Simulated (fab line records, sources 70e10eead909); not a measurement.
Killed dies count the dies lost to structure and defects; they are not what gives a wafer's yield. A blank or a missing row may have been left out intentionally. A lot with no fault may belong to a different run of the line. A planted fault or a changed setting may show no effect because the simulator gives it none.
Chamber matching    flow nand harc    NHARC_A_CHANNEL_HOLE_D1_ETCH_39 on rie diel-13 has 4 sister chambers
The step etches the open film in N2/H2, target depth 260 nm, time 325 s. 8 wafers are shown with their chamber, then 8 later ones without.

== WAFERS PAIRED WITH THEIR CHAMBERS ==
wafer   chamber  drypump motor current A (A)  run length s (s)
L285.1  0        6.0                          346.5
L287.1  2        5.8                          346.0
L289.2  3        5.7                          346.3
L289.4  2        5.8                          346.0
L289.5  1        5.6                          345.6
L290.2  0        6.0                          346.5
L290.4  1        5.6                          345.8
L290.5  3        5.6                          346.3

== WAFERS WITH NO CHAMBER GIVEN ==
wafer   drypump motor current A (A)  run length s (s)
L292.2  5.7                          346.9
L292.3  6.0                          346.8
L292.4  5.6                          345.9
L295.3  6.0                          347.0
L295.5  5.7                          346.3
L295.6  5.8                          346.4
L300.5  6.0                          347.1
L301.5  5.6                          345.6

== WHICH CHAMBER EACH WENT THROUGH ==
wafer   from the rows above           in truth
L292.2  can't be placed: 3 or 0       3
L292.3  0                             0
L292.4  1                             1
L295.3  0                             0
L295.5  3                             3
L295.6  can't be placed: 3 or 2 or 0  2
L300.5  0                             0
L301.5  1                             1
Placed correctly: 6 of 8. Not placeable from these rows: 2 (in 2, the candidates include the true chamber). Number placed wrongly: 0.
How it was worked out, from the rows above alone: a wafer's distance from a chamber is the root of the sum, over the readings, of the square of ((its reading less the chamber's mean) divided by the reading's scatter). The wafer belongs to the nearest chamber; if the next one is less than 2 further off, it can't be placed. The mean given for a chamber averages the wafers shown for that chamber. The scatter: take each reading less its chamber's mean, square it, sum over the shown wafers, divide by the number of wafers less the number of chambers, and take the root.
